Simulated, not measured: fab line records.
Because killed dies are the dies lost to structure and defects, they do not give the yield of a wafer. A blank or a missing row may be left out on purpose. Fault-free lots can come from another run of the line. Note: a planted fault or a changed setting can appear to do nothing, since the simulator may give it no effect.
fab line records | flow nand_harc
record: lots: 6 | wafers: 18 | last_day: 33
route steps=1302 shown A_CHANNEL_FILL_D2@620 END@1302
lots untouched by any fault: they come from a run of this same line in which no faults occurred
start_h: the number of hours between the record's first day and the start of the first shown wafer of the lot | wait_h: hours elapsed since this lot's preceding step | " as in the row above | L1.1+2: one row covering several wafers at once | - no value, or no start was given | * or withheld: withheld | < > ~ a bound
route shown NAME@n: a module of which the file shows steps, and the number in the route of the first | usual: mean and standard deviation over wafers with no fault | same: alike in all rows | chamber/n: place in a boat | sites: readings site by site | _std_site: the standard deviation of these | _edge_site: mean of outer sites minus mean of inner sites | radius_mm: for every site, how far away it sits from the centre of the wafer | mask NAME#n: copy n | behind: the tool/chamber that last shaped the wafer | hold: cause of the lot's hold/its duration in hours/its outcome | device: names the non-switching transistor (n, p or np) | end of line: at the end of the route, the tests of the same wafers | for a step that has no rows: nothing shown but its recipe | killed: dies that structure and defects cost at the first sort, which is not the same as the wafer's yield | map: a wafer's dies, x killed, . not, _ none there
set.NAME: the setting that was run; set.NAME@STEP: the one run at that earlier step | model.NAME: the simulator's own value behind a step, which no gauge read
lots seen at some steps along the route; tables by step, rows by wafer
services: when a tool's chamber went out of use (start_h, in hours from the record's first day, below 0 if earlier), for how many hours, and the reason
== steps ==
step: NHARC_A_CHANNEL_FILL_D2_ETCHBACK_20
recipe: target_depth_a: 270 | time_s: 13.5 | c4f8_flow_sccm: withheld | o2_flow_sccm: 8 | ar_flow_sccm: withheld | rf_w: 600 | bias_w: 1500 | chemistry: C4F8/O2/Ar
usual: oes_product_au: 0.992/0.02 | rf_vpp_V: 980/6.8
lot.wafer | tool        | chamber | start_h | wait_h | oes_product_au | rf_hours_counter_h | rf_vpp_V
L543.3    | rie_diel-07 | 2       | 346.87  | -      | 0.998          | 8                  | 990
L543.4    | "           | 3       | "       | "      | 1.005          | 7                  | 982
L543.5    | "           | 1       | "       | "      | 0.998          | -                  | 986
L548.2    | rie_diel-07 | 3       | 398.52  | -      | 1.004          | 19                 | 982
L548.4    | "           | 0       | "       | "      | 1.007          | 17                 | 985
L548.1    | "           | 1       | "       | "      | 1.003          | 18                 | 985
L554.2    | rie_diel-09 | 3       | 455.13  | -      | 0.934          | 4                  | 968
L554.1    | "           | 2       | "       | "      | 0.920          | 4                  | 974
L554.5    | "           | 3       | "       | "      | 0.931          | -                  | 969
L558.4    | rie_diel-09 | 3       | 485.28  | -      | 1.013          | -                  | 969
L558.6    | "           | 1       | "       | "      | 0.999          | -                  | 979
L558.5    | "           | 2       | "       | "      | 0.987          | -                  | 973
L561.4    | rie_diel-07 | 0       | 520.60  | -      | 0.991          | 7                  | 983
L561.6    | "           | 2       | "       | "      | 1.004          | -                  | 988
L561.5    | "           | 3       | "       | "      | 1.002          | -                  | 982
L564.1    | rie_diel-13 | 3       | 558.87  | -      | 0.956          | 1                  | 988
L564.4    | "           | 2       | "       | "      | 0.964          | 1                  | 971
L564.6    | "           | 3       | "       | "      | 0.955          | -                  | 988
step: NHARC_A_CHANNEL_FILL_D2_STRIP_28
recipe: time_s: 20 | o2_flow_sccm: 500 | ar_flow_sccm: 0 | bias_w: 0 | chemistry: O2
usual: drypump_motor_current_A: 5.8/0.37 | mfc_ar_sccm: 0.005/0.0081 | oes_product_au: 1.001/0.0091 | rf_vpp_V: 58.0/0.97 | showerhead_plenum_p_Torr: 3.57/0.17 | throttle_valve_pct: 17.038/0.0079
lot.wafer | tool        | chamber | start_h | wait_h | drypump_motor_current_A | mfc_ar_sccm | oes_product_au | rf_hours_counter_h | rf_vpp_V | showerhead_plenum_p_Torr | throttle_valve_pct
L543.4    | rie_diel-07 | 3       | 346.95  | 0.1    | 6.2                     | 0.021       | 1.004          | 7                  | 59.1     | 3.63                     | 17.039
L543.3    | "           | 2       | "       | "      | 6.1                     | 0           | 0.998          | 8                  | 57.7     | 3.80                     | 17.050
L543.5    | "           | 3       | "       | "      | 6.3                     | 0.021       | 1.002          | -                  | 58.2     | 3.63                     | 17.034
L548.1    | rie_diel-07 | 2       | 398.61  | 0.1    | 6.1                     | 0           | 1.005          | 20                 | 58.6     | 3.80                     | 17.035
L548.2    | "           | 0       | "       | "      | 6.1                     | 0           | 0.998          | 17                 | 57.1     | 3.68                     | 17.039
L548.4    | "           | 1       | "       | "      | 6.0                     | 0.008       | 0.988          | 18                 | 58.0     | 3.68                     | 17.054
L554.2    | rie_diel-09 | 3       | 455.23  | 0.1    | 5.5                     | 0           | 1.007          | 4                  | 57.3     | 3.30                     | 17.045
L554.1    | "           | 0       | "       | "      | 5.9                     | 0           | 1.012          | 4                  | 57.5     | 3.37                     | 17.034
L554.5    | "           | 2       | "       | "      | 6.1                     | 0           | 0.982          | -                  | 57.1     | 3.42                     | 17.036
L558.6    | rie_diel-09 | 1       | 485.36  | 0.1    | 6.2                     | 0           | 1.001          | -                  | 58.3     | 3.58                     | 17.047
L558.5    | "           | 2       | "       | "      | 6.1                     | 0           | 0.982          | -                  | 57.1     | 3.42                     | 17.034
L558.4    | "           | 3       | "       | "      | 5.5                     | 0           | 1.017          | -                  | 57.0     | 3.30                     | 17.036
L561.4    | rie_diel-07 | 2       | 520.68  | 0.1    | 6.1                     | 0           | 1.014          | 8                  | 59.2     | 3.78                     | 17.026
L561.5    | "           | 3       | "       | "      | 6.3                     | 0.021       | 1.004          | -                  | 55.9     | 3.61                     | 17.040
L561.6    | "           | 0       | "       | "      | 6.2                     | 0           | 0.994          | -                  | 57.5     | 3.67                     | 17.037
L564.4    | rie_diel-13 | 2       | 558.97  | 0.1    | 5.7                     | 0           | 1.008          | 1                  | 57.1     | 3.33                     | 17.036
L564.1    | "           | 0       | "       | "      | 5.1                     | 0           | 0.994          | 1                  | 57.5     | 3.55                     | 17.032
L564.6    | "           | 1       | "       | "      | 5.4                     | 0           | 0.996          | -                  | 57.8     | 3.78                     | 17.037
step: NHARC_A_CHANNEL_FILL_D2_PRECLEAN_21
recipe: time_s: 30 | chemistry: dHF
step: NHARC_A_CHANNEL_FILL_D2_SRD_23
step: NHARC_A_CHANNEL_FILL_D2_CVD_05
recipe: target_thk_a: 50 | temp_c: 550 | material: poly-Si
step: NHARC_A_CHANNEL_FILL_D2_ANNEAL_22
recipe: temp_c: 620 | time_s: 7200
step: NHARC_A_CHANNEL_FILL_D2_ALD_25
recipe: target_thk_a: 600 | pulse_time_s: 10 | ald_cycles: 600 | temp_c: 300 | material: SiOx
usual: heater_power_w: 460/60 | precursor_pulse_height_rel: 1.000/0.019
lot.wafer | tool      | chamber | start_h | wait_h | heater_power_w | precursor_pulse_height_rel
L543.4    | ald_hk-01 | 1       | 359.42  | 0.7    | 503            | 0.978
L543.3    | "         | 2       | "       | "      | 529            | 0.987
L543.5    | "         | 1       | 361.89  | 3.1    | 491            | 1.007
L548.1    | ald_hk-03 | 3       | 410.33  | 0.1    | 482            | 0.998
L548.4    | "         | 0       | "       | "      | 417            | 1.020
L548.2    | "         | 1       | "       | "      | 416            | 0.979
L554.2    | ald_hk-02 | 0       | 467.79  | 0.7    | 547            | 1.016
L554.1    | "         | 1       | "       | "      | 435            | 1.001
L554.5    | "         | 3       | 469.66  | 2.5    | 425            | 1.010
L558.4    | ald_hk-01 | 0       | 498.42  | 1.3    | 460            | 0.990
L558.5    | "         | 2       | 499.65  | 2.5    | 517            | 0.985
L558.6    | "         | 3       | "       | "      | 364            | 1.009
L561.4    | ald_hk-01 | 1       | 534.55  | 1.3    | 493            | 0.969
L561.6    | "         | 3       | 535.78  | 2.5    | 360            | 1.019
L561.5    | "         | 0       | "       | "      | 448            | 0.983
L564.4    | ald_hk-01 | 2       | 570.75  | 0.7    | 526            | 0.972
L564.1    | "         | 3       | "       | "      | 352            | 0.993
L564.6    | "         | 2       | 573.22  | 3.1    | 527            | 0.988
step: NHARC_A_CHANNEL_FILL_D2_ETCHBACK_08
recipe: target_depth_a: 2200 | time_s: 110 | c4f8_flow_sccm: 20 | ar_flow_sccm: withheld | rf_w: 600 | bias_w: 300 | chemistry: C4F8
usual: oes_product_au: 0.96/0.037 | rf_vpp_V: 441/3.1
lot.wafer | tool        | chamber | start_h | wait_h | oes_product_au | rf_hours_counter_h | rf_vpp_V
L543.4    | rie_diel-09 | 3       | -       | -      | 1.01           | 1                  | 437
L543.3    | "           | 0       | "       | "      | 1.02           | 1                  | 437
L543.5    | "           | 0       | "       | "      | 1.01           | -                  | 438
L548.2    | rie_diel-07 | 1       | -       | -      | 0.93           | 18                 | 443
L548.1    | "           | 2       | "       | "      | 0.92           | 21                 | 444
L548.4    | "           | 3       | "       | "      | 0.92           | 21                 | 443
L554.1    | rie_diel-09 | 1       | -       | -      | 0.92           | 4                  | 443
L554.2    | "           | 0       | "       | "      | 0.94           | 5                  | 437
L554.5    | "           | 2       | "       | "      | 0.91           | -                  | 438
L558.4    | rie_diel-13 | 1       | -       | -      | 0.93           | 3                  | 443
L558.6    | "           | 0       | "       | "      | 0.93           | -                  | 441
L558.5    | "           | 1       | "       | "      | 0.92           | -                  | 444
L561.5    | rie_diel-09 | 2       | -       | -      | 0.96           | -                  | 439
L561.6    | "           | 3       | "       | "      | 0.96           | -                  | 437
L561.4    | "           | 1       | "       | "      | 0.96           | -                  | 442
L564.4    | rie_diel-07 | 1       | -       | -      | 1.00           | 18                 | 443
L564.1    | "           | 2       | "       | "      | 1.00           | 14                 | 444
L564.6    | "           | 1       | "       | "      | 0.99           | -                  | 444
step: NHARC_A_CHANNEL_FILL_D2_STRIP_29
recipe: time_s: 20 | o2_flow_sccm: 500 | ar_flow_sccm: 0 | bias_w: 0 | chemistry: O2
usual: drypump_motor_current_A: 5.8/0.36 | mfc_ar_sccm: 0.004/0.0074 | oes_product_au: 1.002/0.011 | rf_vpp_V: 57.8/0.9 | showerhead_plenum_p_Torr: 3.55/0.17 | throttle_valve_pct: 17.036/0.0093
lot.wafer | tool        | chamber | start_h | wait_h | drypump_motor_current_A | mfc_ar_sccm | oes_product_au | rf_hours_counter_h | rf_vpp_V | showerhead_plenum_p_Torr | throttle_valve_pct
L543.4    | rie_diel-09 | 0       | -       | -      | 5.9                     | 0           | 1.018          | 1                  | 57.8     | 3.37                     | 17.046
L543.3    | "           | 2       | "       | "      | 6.2                     | 0           | 0.985          | 1                  | 57.9     | 3.42                     | 17.050
L543.5    | "           | 1       | "       | "      | 6.2                     | 0           | 1.012          | -                  | 57.8     | 3.58                     | 17.033
L548.1    | rie_diel-07 | 2       | -       | -      | 6.1                     | 0           | 0.989          | 21                 | 59.3     | 3.80                     | 17.035
L548.2    | "           | 3       | "       | "      | 6.3                     | 0.021       | 0.994          | 21                 | 57.0     | 3.62                     | 17.019
L548.4    | "           | 0       | "       | "      | 6.1                     | 0           | 0.990          | 18                 | 57.5     | 3.68                     | 17.025
L554.1    | rie_diel-09 | 2       | -       | -      | 6.1                     | 0           | 0.985          | 4                  | 56.6     | 3.42                     | 17.035
L554.2    | "           | 0       | "       | "      | 5.9                     | 0           | 1.006          | 5                  | 56.7     | 3.37                     | 17.036
L554.5    | "           | 1       | "       | "      | 6.2                     | 0           | 0.982          | -                  | 58.3     | 3.58                     | 17.032
L558.4    | rie_diel-13 | 2       | -       | -      | 5.7                     | 0           | 0.988          | 3                  | 57.4     | 3.33                     | 17.047
L558.6    | "           | 1       | "       | "      | 5.4                     | 0           | 1.002          | -                  | 57.7     | 3.78                     | 17.040
L558.5    | "           | 2       | "       | "      | 5.7                     | 0           | 0.988          | -                  | 56.5     | 3.33                     | 17.024
L561.4    | rie_diel-09 | 2       | 539.05  | 0.1    | 6.1                     | 0           | 1.008          | -                  | 57.9     | 3.42                     | 17.038
L561.6    | "           | 3       | "       | "      | 5.5                     | 0           | 1.022          | -                  | 56.7     | 3.30                     | 17.044
L561.5    | "           | 1       | "       | "      | 6.2                     | 0           | 1.015          | -                  | 58.3     | 3.58                     | 17.041
L564.1    | rie_diel-07 | 1       | -       | -      | 5.9                     | 0.008       | 0.993          | 18                 | 57.7     | 3.66                     | 17.032
L564.4    | "           | 3       | "       | "      | 6.3                     | 0.021       | 0.995          | 17                 | 58.2     | 3.60                     | 17.043
L564.6    | "           | 1       | "       | "      | 6.0                     | 0.008       | 0.998          | -                  | 59.8     | 3.66                     | 17.043
step: NHARC_A_CHANNEL_FILL_D2_PRECLEAN_30
recipe: time_s: 30 | chemistry: dHF
step: NHARC_A_CHANNEL_FILL_D2_SRD_31
step: NHARC_A_CHANNEL_FILL_D2_CVD_09
recipe: target_thk_a: 1500 | temp_c: 620 | pressure_mtorr: 200 | time_s: 3000 | material: poly-Si
usual: spike_tc_bottom_C: 639.7/1.2 | spike_tc_centre_C: 620.2/1.1 | spike_tc_lower_C: 619.8/1.5 | spike_tc_top_C: 636.4/2.7 | spike_tc_upper_C: 618.1/1.6 | tube_center_temp_C: 620.00/0.064 | zone_power_centre_pct: 9.1/0.48 | zone_power_top_pct: 19.4/0.76 | zone_power_upper_pct: 8.93/0.25
lot.wafer | tool          | chamber | start_h | wait_h | spike_tc_bottom_C | spike_tc_centre_C | spike_tc_lower_C | spike_tc_top_C | spike_tc_upper_C | tube_center_temp_C | zone_power_centre_pct | zone_power_top_pct | zone_power_upper_pct
L543.3    | lpcvd_poly-03 | 0       | 366.89  | 2.3    | 639.1             | 620.2             | 619.0            | 635.3          | 616.9            | 619.96             | 8.8                   | 19.0               | 9.00
L543.4    | "             | 0       | "       | "      | 637.6             | 622.1             | 621.2            | 635.5          | 617.0            | 620.12             | 8.8                   | 19.4               | 9.09
L543.5    | "             | 0       | "       | "      | 639.9             | 620.0             | 618.7            | 635.1          | 616.4            | 620.00             | 8.7                   | 19.1               | 9.02
L548.1    | lpcvd_poly-02 | 0       | 419.15  | 2.9    | 641.5             | 618.5             | 620.0            | 639.9          | 618.3            | 620.09             | 9.8                   | 21.2               | 9.05
L548.2    | "             | 0       | "       | "      | 641.1             | 618.4             | 620.7            | 640.1          | 620.4            | 619.94             | 9.7                   | 20.8               | 9.11
L548.4    | "             | 0       | "       | "      | 641.1             | 619.6             | 621.9            | 642.3          | 620.7            | 620.02             | 9.8                   | 20.9               | 9.16
L554.1    | lpcvd_poly-03 | 0       | 475.29  | 2.3    | 638.4             | 621.9             | 620.5            | 635.0          | 617.4            | 619.99             | 8.7                   | 19.4               | 8.91
L554.2    | "             | 0       | "       | "      | 638.6             | 622.1             | 619.9            | 634.5          | 616.1            | 619.99             | 8.9                   | 18.9               | 9.14
L554.5    | "             | 0       | "       | "      | 640.3             | 618.2             | 617.3            | 633.6          | 615.9            | 620.10             | 8.8                   | 19.4               | 9.15
L558.4    | lpcvd_poly-03 | 0       | 505.28  | 2.2    | 638.4             | 619.8             | 618.2            | 635.9          | 616.5            | 619.93             | 8.8                   | 19.5               | 8.89
L558.5    | "             | 0       | "       | "      | 639.5             | 621.1             | 617.7            | 635.6          | 616.5            | 619.89             | 8.9                   | 19.1               | 9.08
L558.6    | "             | 0       | "       | "      | 640.1             | 619.9             | 619.4            | 635.1          | 619.3            | 620.00             | 8.9                   | 19.4               | 9.04
L561.4    | lpcvd_poly-03 | 0       | 541.44  | 2.3    | 587.4             | 567.6             | 565.7            | 585.9          | 564.9            | 567.34             | 7.6                   | 16.9               | 7.64
L561.5    | "             | 0       | "       | "      | 587.9             | 568.7             | 567.2            | 583.8          | 567.0            | 567.32             | 7.6                   | 17.0               | 7.76
L561.6    | "             | 0       | "       | "      | 588.2             | 568.5             | 565.1            | 583.5          | 561.7            | 567.34             | 7.5                   | 16.8               | 7.93
L564.1    | lpcvd_poly-03 | 0       | 578.21  | 2.3    | 588.3             | 567.0             | 565.6            | 584.3          | 566.6            | 567.21             | 7.5                   | 17.0               | 7.64
L564.4    | "             | 0       | "       | "      | 588.0             | 569.8             | 565.1            | 585.9          | 564.4            | 567.39             | 7.5                   | 16.9               | 7.74
L564.6    | "             | 0       | "       | "      | 585.8             | 568.6             | 565.4            | 584.6          | 564.9            | 567.29             | 7.6                   | 17.0               | 7.74
step: NHARC_A_CHANNEL_FILL_D2_CMP_10
recipe: target_thk_nm: 150
usual: motor_current_A: 12.1/1 | slurry_filter_dp_kPa: 13.49/0.15 | time_to_endpoint_s: 15.8/2.1
lot.wafer | tool   | chamber | start_h | wait_h | motor_current_A | slurry_filter_dp_kPa | time_to_endpoint_s
L543.4    | cmp-01 | 3       | 370.13  | 0.4    | 10.4            | 13.74                | 13.2
L543.3    | "      | 0       | "       | "      | 13.0            | 13.29                | 17.1
L543.5    | "      | 2       | "       | "      | 13.1            | 13.58                | 15.7
L548.2    | cmp-03 | 2       | 422.37  | 0.4    | 10.7            | 13.57                | 21.5
L548.4    | "      | 0       | "       | "      | 12.3            | 13.24                | 18.9
L548.1    | "      | 1       | "       | "      | 13.7            | 13.46                | 19.2
L554.1    | cmp-02 | 1       | 478.50  | 0.4    | 10.6            | 13.21                | 14.7
L554.2    | "      | 2       | "       | "      | 13.3            | 13.52                | 17.5
L554.5    | "      | 1       | "       | "      | 10.6            | 13.59                | 13.7
L558.4    | cmp-02 | 3       | 508.56  | 0.5    | 12.0            | 13.22                | 14.9
L558.6    | "      | 1       | "       | "      | 11.1            | 13.43                | 14.0
L558.5    | "      | 2       | "       | "      | 13.0            | 13.52                | 16.1
L561.4    | cmp-02 | 2       | 544.67  | 0.4    | 12.3            | 13.43                | 4.3
L561.6    | "      | 3       | "       | "      | 12.5            | 13.62                | 5.5
L561.5    | "      | 0       | "       | "      | 10.6            | 13.62                | 4.6
L564.4    | cmp-02 | 3       | 581.37  | 0.4    | 12.5            | 13.44                | 6.3
L564.1    | "      | 0       | "       | "      | 10.9            | 13.58                | 3.6
L564.6    | "      | 2       | "       | "      | 12.9            | 13.79                | 6.6
step: NHARC_END_SORT_01
recipe: temp_c: 25
usual: killed_at_array: 64/16 | killed_at_other: 1.0/1.1 | killed_at_periphery: 3.5/2.3 | killed_dies: 69/17 | killed_open: 3.2/1.6 | killed_short: 2.4/1.6
same: gross_dies: 677
lot.wafer | tool      | chamber | start_h | wait_h | killed_at_array | killed_at_other | killed_at_periphery | killed_dies | killed_open | killed_short
L543.3    | prober-02 | 0       | 577.35  | 3.1    | 49              | 2               | 0                   | 51          | 4           | 2
L543.4    | prober-02 | 0       | 578.16  | 3.4    | 49              | 2               | 2                   | 53          | 3           | 1
L543.5    | prober-02 | 0       | 578.96  | 3.7    | 49              | 0               | 4                   | 53          | 4           | 2
L548.1    | prober-02 | 0       | 637.74  | 2.5    | 55              | 1               | 1                   | 57          | 2           | 2
L548.2    | prober-02 | 0       | 638.54  | 2.8    | 50              | 1               | 7                   | 58          | 6           | 3
L548.4    | prober-02 | 0       | 640.15  | 3.4    | 48              | 0               | 5                   | 53          | 1           | 3
L554.1    | prober-02 | 0       | 699.26  | 2.5    | 73              | 1               | 4                   | 78          | 3           | 6
L554.2    | prober-02 | 0       | 700.05  | 2.8    | 65              | 2               | 2                   | 69          | 1           | 2
L554.5    | prober-02 | 0       | 702.42  | 3.7    | 78              | 0               | 0                   | 78          | 2           | 2
L558.4    | prober-01 | 0       | 713.69  | 3.4    | 91              | 0               | 0                   | 91          | 3           | 1
L558.5    | prober-01 | 0       | 714.48  | 3.7    | 94              | 0               | 4                   | 98          | 3           | 1
L558.6    | prober-01 | 0       | 715.28  | 4.0    | 88              | 0               | 3                   | 91          | 3           | 4
L561.4    | prober-02 | 0       | 754.22  | 3.4    | 89              | 0               | 3                   | 92          | 4           | 1
L561.5    | prober-02 | 0       | 755.02  | 3.7    | 75              | 3               | 4                   | 82          | 1           | 6
L561.6    | prober-02 | 0       | 755.81  | 4.0    | 87              | 1               | 4                   | 92          | 7           | 0
L564.1    | prober-02 | 0       | 794.81  | 2.5    | 60              | 0               | 5                   | 65          | 8           | 1
L564.4    | prober-02 | 0       | 797.16  | 3.3    | 70              | 0               | 5                   | 75          | 4           | 6
L564.6    | prober-02 | 0       | 798.73  | 3.9    | 55              | 0               | 4                   | 59          | 5           | 1
killed by level:class
L543.3 A_CHANNEL_HOLE_D2:chamber_film_flake=34 A_CHANNEL_HOLE_D1:chamber_film_flake=3 A_STAIRCASE:chamber_film_flake=3 A_DECK1_JOINT:geometric_particle:open=2 A_SGD_CUT:geometric_particle:open=2 THIN_TSV:chamber_film_flake=2 A_ONON_D2:geometric_particle:short=1 A_CONTACT:geometric_particle:short=1
L543.4 A_CHANNEL_HOLE_D2:chamber_film_flake=38 A_CHANNEL_HOLE_D1:chamber_film_flake=3 A_CONTACT:chamber_film_flake=3 THIN_TSV:chamber_film_flake=2 P_GATE:geometric_particle:open=1 P_M1:geometric_particle:short=1 A_CHANNEL_FILL_D1:geometric_particle:open=1 A_DECK1_JOINT:geometric_particle:open=1
L543.5 A_CHANNEL_HOLE_D2:chamber_film_flake=31 A_STAIRCASE:chamber_film_flake=5 A_CONTACT:chamber_film_flake=4 A_ZERO_WELL:chamber_film_flake=2 A_CHANNEL_FILL_D1:chamber_film_flake=2 P_CONTACT:geometric_particle:short=1 P_CONTACT:geometric_particle:open=1 A_DECK1_JOINT:geometric_particle:open=1
L548.1 A_CHANNEL_HOLE_D2:chamber_film_flake=36 A_CHANNEL_HOLE_D1:chamber_film_flake=5 A_STAIRCASE:chamber_film_flake=5 A_CONTACT:chamber_film_flake=4 A_ONON_D2:geometric_particle:short=1 A_CHANNEL_FILL_D2:geometric_particle:open=1 A_WL_FILL:geometric_particle:short=1 A_CONTACT:geometric_particle:open=1
L548.2 A_CHANNEL_HOLE_D2:chamber_film_flake=29 A_CHANNEL_HOLE_D1:chamber_film_flake=8 P_M2:chamber_film_flake=7 A_CHANNEL_FILL_D1:geometric_particle:short=2 A_STAIRCASE:chamber_film_flake=2 A_SOURCE_PLATE:geometric_particle:open=1 A_CHANNEL_FILL_D1:geometric_particle:open=1 A_DECK1_JOINT:geometric_particle:short=1
L548.4 A_CHANNEL_HOLE_D2:chamber_film_flake=29 A_STAIRCASE:chamber_film_flake=7 A_CHANNEL_HOLE_D1:chamber_film_flake=5 P_M2:chamber_film_flake=2 A_WL_FILL:chamber_film_flake=2 A_CONTACT:chamber_film_flake=2 P_CONTACT:geometric_particle:open=1 A_SOURCE_PLATE:geometric_particle:short=1
L554.1 A_SLIT:chamber_film_flake=33 A_CHANNEL_HOLE_D1:chamber_film_flake=26 A_WL_FILL:geometric_particle:short=3 P_STI:chamber_film_flake=3 A_BLC:geometric_particle:open=2 A_CHANNEL_HOLE_D2:chamber_film_flake=2 A_STAIRCASE:chamber_film_flake=2 A_ONON_D1:geometric_particle:short=1
L554.2 A_CHANNEL_HOLE_D1:chamber_film_flake=31 A_SLIT:chamber_film_flake=27 A_CONTACT:chamber_film_flake=3 A_CHANNEL_FILL_D2:geometric_particle:short=2 A_ONON_D2:geometric_particle:open=1 P_ZERO_WELL:chamber_film_flake=1 P_STI:chamber_film_flake=1 A_STAIRCASE:chamber_film_flake=1
L554.5 A_SLIT:chamber_film_flake=33 A_CHANNEL_HOLE_D1:chamber_film_flake=30 A_WL_FILL:chamber_film_flake=3 A_CONTACT:chamber_film_flake=3 A_CHANNEL_HOLE_D2:chamber_film_flake=2 A_ONON_D1:geometric_particle:short=1 A_ONON_D1:geometric_particle:open=1 A_CHANNEL_FILL_D1:geometric_particle:short=1
L558.4 A_CHANNEL_HOLE_D1:chamber_film_flake=32 A_SLIT:chamber_film_flake=28 A_CONTACT:chamber_film_flake=9 A_CHANNEL_HOLE_D2:chamber_film_flake=8 A_STAIRCASE:chamber_film_flake=3 A_M0:geometric_particle:open=2 A_CHANNEL_FILL_D1:chamber_film_flake=2 A_DECK1_JOINT:chamber_film_flake=2
L558.5 A_CHANNEL_HOLE_D1:chamber_film_flake=40 A_SLIT:chamber_film_flake=31 A_CONTACT:chamber_film_flake=11 A_CHANNEL_HOLE_D2:chamber_film_flake=7 P_M2:chamber_film_flake=2 P_CONTACT:geometric_particle:open=1 P_M1:geometric_particle:short=1 A_SGD_CUT:geometric_particle:open=1
L558.6 A_CHANNEL_HOLE_D1:chamber_film_flake=32 A_SLIT:chamber_film_flake=28 A_CONTACT:chamber_film_flake=11 A_CHANNEL_HOLE_D2:chamber_film_flake=4 P_M2:chamber_film_flake=3 A_ZERO_WELL:chamber_film_flake=3 A_ONON_D1:geometric_particle:short=1 A_ONON_D1:geometric_particle:open=1
L561.4 A_SLIT:chamber_film_flake=38 A_CHANNEL_HOLE_D1:chamber_film_flake=32 A_ZERO_WELL:chamber_film_flake=4 A_CHANNEL_FILL_D1:chamber_film_flake=4 A_STAIRCASE:chamber_film_flake=3 A_ONON_D1:geometric_particle:open=2 A_M1:chamber_film_flake=2 P_M0:geometric_particle:open=1
L561.5 A_CHANNEL_HOLE_D1:chamber_film_flake=34 A_SLIT:chamber_film_flake=31 A_ZERO_WELL:chamber_film_flake=5 P_GATE:geometric_particle:short=2 A_ONON_D2:geometric_particle:short=2 STARTING-WAFER:geometric_particle:short=2 P_CONTACT:geometric_particle:open=1 P_GATE:chamber_film_flake=1
L561.6 A_SLIT:chamber_film_flake=40 A_CHANNEL_HOLE_D1:chamber_film_flake=35 A_STAIRCASE:chamber_film_flake=3 P_GATE:geometric_particle:open=2 P_CONTACT:geometric_particle:open=1 A_DECK1_JOINT:geometric_particle:open=1 A_CHANNEL_FILL_D2:geometric_particle:open=1 A_SGD_CUT:geometric_particle:open=1
L564.1 A_CHANNEL_HOLE_D2:chamber_film_flake=32 A_SLIT:chamber_film_flake=15 A_STAIRCASE:chamber_film_flake=4 A_CONTACT:chamber_film_flake=3 P_M0:geometric_particle:open=2 A_CHANNEL_FILL_D2:geometric_particle:open=2 P_CONTACT:chamber_film_flake=2 P_CONTACT:geometric_particle:open=1
L564.4 A_CHANNEL_HOLE_D2:chamber_film_flake=39 A_CHANNEL_HOLE_D1:chamber_film_flake=6 A_SLIT:chamber_film_flake=6 A_STAIRCASE:chamber_film_flake=4 A_CONTACT:chamber_film_flake=3 A_WL_FILL:geometric_particle:short=2 P_ZERO_WELL:chamber_film_flake=2 P_CONTACT:chamber_film_flake=2
L564.6 A_CHANNEL_HOLE_D2:chamber_film_flake=30 A_SLIT:chamber_film_flake=8 A_STAIRCASE:chamber_film_flake=5 A_CHANNEL_HOLE_D1:chamber_film_flake=3 A_M1:geometric_particle:open=2 A_CONTACT:chamber_film_flake=2 A_ONON_D1:geometric_particle:open=1 A_CHANNEL_FILL_D1:geometric_particle:short=1
== services ==
tool          | chamber | start_h | hours | kind
cmp-02        | -       | 330.71  | 4.0   | pm
rie_diel-07   | 0       | 339.75  | 4.4   | repair
rie_diel-13   | -       | 342.00  | 9.0   | pm
rie_diel-07   | 1       | 351.24  | 18.8  | repair
rie_diel-07   | 0       | 352.07  | 4.7   | repair
rie_diel-07   | 0       | 367.15  | 3.6   | repair
rie_diel-13   | 2       | 379.69  | 4.1   | repair
lpcvd_poly-03 | -       | 386.36  | 26.0  | pm
rie_diel-13   | 1       | 403.31  | 17.0  | repair
ald_hk-01     | -       | 404.67  | 0.7   | repair
rie_diel-07   | -       | 408.07  | 0.4   | repair
cmp-02        | -       | 428.81  | 4.0   | pm
rie_diel-09   | -       | 436.53  | 0.5   | repair
rie_diel-09   | 2       | 448.95  | 2.7   | repair
rie_diel-07   | 1       | 455.60  | 10.1  | repair
rie_diel-13   | -       | 456.43  | 0.1   | repair
rie_diel-09   | -       | 469.42  | 0.8   | repair
rie_diel-07   | -       | 471.20  | 9.0   | pm
rie_diel-09   | 0       | 474.54  | 44.7  | repair
rie_diel-09   | -       | 497.13  | 9.0   | pm
rie_diel-13   | 2       | 508.51  | 3.1   | repair
rie_diel-13   | -       | 519.00  | 9.0   | pm
rie_diel-09   | 0       | 522.43  | 21.1  | repair
rie_diel-07   | 2       | 563.04  | 10.5  | repair
== key ==
first_sign: step: NHARC_A_CHANNEL_FILL_D2_CVD_09 | reading: tube_center_temp_C | direction: down | sigmas: 99+ | usual: * | struck: *
effect: step: NHARC_A_CHANNEL_FILL_D2_CVD_09 | reading: spike_tc_centre_C | direction: down | sigmas: 48 | usual: 620.2 | struck: 568.4
effect: step: NHARC_A_CHANNEL_FILL_D2_CMP_10 | reading: time_to_endpoint_s | direction: down | sigmas: 5.1 | usual: * | struck: *
met_at NHARC_A_CHANNEL_FILL_D2_CVD_09
struck_wafers L561.4,L561.5,L561.6,L564.1,L564.4,L564.6
tester_left_out L561,L564
onset_between 505.28 541.44
fault: kind: process_parameter_drift | tool: lpcvd_poly-03 | chamber: - | onset_h: 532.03 | steps: NHARC_A_CHANNEL_FILL_D2_CVD_09 | channel: temp_c | offset: * | shape: step | end_h: 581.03 | acts_in: * | stated: *
tester_left_out: of these lots the tester's yield and bins aren't shown, on N5 and GAA mostly nor the transistor test; their killed dies are dies lost to structure and defects alone, not to doping, threshold or leakage, so they don't give the yield
